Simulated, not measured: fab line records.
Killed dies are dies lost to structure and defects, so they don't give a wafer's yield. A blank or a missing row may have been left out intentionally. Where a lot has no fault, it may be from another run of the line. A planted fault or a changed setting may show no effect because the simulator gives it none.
One fault through the eyes of 3 desks :: flow n5 finfet :: only its own numbers are on each desk; what lay behind them is given at the end

## FOR THE TOOL OWNER'S DESK: cmp-02
The tool's own readings at N5_BEOL_M3_CMP_52 (polishes, stops on SiOC, t overpolish 6.8 s, target thk 40 nm): means of the sampled wafers that have a number, for each lot that ran on this tool. Any lot whose mean is over 4 standard deviations away from the usual mean is out of limits and marked OUT; that distance is given in the brackets. Of its 8 readings 7 are shown: the one that was out of limits first, and those that lie furthest out on some lot.
Columns: A = barrier field endpoint s at N5_BEOL_M3_CMP_52, usual 24.4 s; B = clearing platen down force psi at N5_BEOL_M3_CMP_52, usual 1.4997 psi; C = overpolish run s at N5_BEOL_M3_CMP_52, usual 6.799 s; D = pad life wafers at N5_BEOL_M3_CMP_52, usual 793; E = platen rpm at N5_BEOL_M3_CMP_52, usual 50.00 rpm; F = retaining ring pressure frac at N5_BEOL_M3_CMP_52, usual 1.000; G = time to endpoint s at N5_BEOL_M3_CMP_52, usual 63 s
lot: L803
first seen here: day 8 11:28
A: 25.1
B: 1.5003
C: 6.819
D: 1754
E: 49.99
F: 1.002
G: 70

lot: L806
first seen here: day 9 09:21
A: 25.1
B: 1.4995
C: 6.789
D: 1958
E: 50.02
F: 0.996
G: 65

lot: L815
first seen here: day 11 15:26
A: 32.9 (+10) OUT
B: 1.4996
C: 3.421 (-99 or more) OUT
D: 350
E: 50.01
F: 1.005
G: 72

lot: L818
first seen here: day 12 20:29
A: 33.0 (+10) OUT
B: 1.5019
C: 3.413 (-99 or more) OUT
D: 555
E: 50.02
F: 1.002
G: 72
This desk finds L815, L818 out of limits, L815 being first, at day 11 15:26 (barrier field endpoint s at N5_BEOL_M3_CMP_52). Within limits: L803, L806.

## FROM THE METROLOGY DESK
What the gauges read for every lot (on any tool): the sampled wafers with a number, averaged. Any lot whose mean is over 4 standard deviations away from the usual mean is out of limits and marked OUT; that distance is given in the brackets. Of its 11 readings 7 are shown: the one that was out of limits first, and those that lie furthest out on some lot.
Columns: A = M3_THK at N5_BEOL_M3_THK_MEAS_53, usual 39.3 nm; B = DIBL_P at N5_BEOL_M4_RC_MEAS_101, usual 35.3 mV/V; C = IOFF_N at N5_BEOL_M4_RC_MEAS_101, usual 0.16 nA/um; D = ION_N at N5_BEOL_M4_RC_MEAS_101, usual 676 uA/um; E = SS_N at N5_BEOL_M4_RC_MEAS_101, usual 71.4 mV/dec; F = SS_P at N5_BEOL_M4_RC_MEAS_101, usual 73.0 mV/dec; G = VT_N at N5_BEOL_M4_RC_MEAS_101, usual 250 mV
lot: L800
first seen here: day 8 07:10
A: 37.8
B: 34.1
C: 0.13
D: 680
E: 71.2
F: 72.9
G: 252

lot: L803
first seen here: day 8 11:43
A: 40.3
B: 36.8
C: 0.16
D: 671
E: 71.5
F: 74.0
G: 250

lot: L806
first seen here: day 9 09:34
A: 39.3
B: 34.4
C: 0.14
D: 676
E: 71.4
F: 73.1
G: 250

lot: L808
first seen here: day 10 00:43
A: 39.7
B: 34.4
C: 0.16
D: 680
E: 71.2
F: 73.3
G: 248

lot: L807
first seen here: day 10 05:13
A: 39.0
B: 35.2
C: 0.16
D: 677
E: 71.4
F: 72.8
G: 251

lot: L815
first seen here: day 11 15:40
A: 90.9 (+26) OUT
B: 31.8
C: 0.10
D: 657
E: 70.1
F: 72.1
G: 258

lot: L817
first seen here: day 12 11:32
A: 40.9
B: 36.0
C: 0.16
D: 679
E: 70.9
F: 73.0
G: 249

lot: L818
first seen here: day 12 20:40
A: 93.2 (+27) OUT
B: 35.1
C: 0.13
D: 685
E: 70.7
F: 72.5
G: 251

lot: L820
first seen here: day 13 10:28
A: 36.9
B: 34.1
C: 0.14
D: 675
E: 71.3
F: 72.5
G: 251

lot: L821
first seen here: day 13 10:45
A: 36.7
B: 32.7
C: 0.13
D: 670
E: 71.1
F: 72.3
G: 251
This desk reports L815, L818 out of limits; the earliest was L815 at day 11 15:40 (M3_THK at N5_BEOL_M3_THK_MEAS_53). Within limits: L800, L803, L806, L808, L807, L817, L820, L821.

## THE DEFECT DESK
Counts from the inspections along the route, per lot, as means over the sampled wafers that have a number. Any lot whose mean is over 4 standard deviations away from the usual mean is out of limits and marked OUT; that distance is given in the brackets.
Columns: A = raw defect count at N5_BEOL_M3_INSPECT_59, usual 74
lot: L800
first seen here: day 8 07:33
A: 133

lot: L803
first seen here: day 8 12:00
A: 86

lot: L806
first seen here: day 9 09:52
A: 88

lot: L808
first seen here: day 10 00:59
A: 68

lot: L807
first seen here: day 10 05:31
A: 61

lot: L815
first seen here: day 11 15:57
A: 2558 (+99 or more) OUT

lot: L817
first seen here: day 12 12:03
A: 95

lot: L818
first seen here: day 12 21:01
A: 2605 (+99 or more) OUT

lot: L820
first seen here: day 13 10:48
A: 72

lot: L821
first seen here: day 13 11:02
A: 80
This desk finds L815, L818 out of limits, L815 being first, at day 11 15:57 (raw defect count at N5_BEOL_M3_INSPECT_59). Within limits: L800, L803, L806, L808, L807, L817, L820, L821.

## BROUGHT TOGETHER
An alarm could have come from the tool owner's desk at day 11 15:26, on L815, L818.
An alarm was possible from the metrology desk at day 11 15:40, on L815, L818.
The defect desk could have raised an alarm at day 11 15:57, on L815, L818.
Every lot named ran N5_BEOL_M3_CMP_52 on cmp-02.

## WHAT THE SIMULATOR HAD INSERTED
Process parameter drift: cmp-02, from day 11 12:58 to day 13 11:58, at N5_BEOL_M3_CMP_52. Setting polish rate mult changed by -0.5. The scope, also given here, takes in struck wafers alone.
Struck lots among those shown: L815, L818.
Hours from the fault's start to each desk's first reading out of limits: the tool owner's desk, 2; the metrology desk, 3; the defect desk, 3.
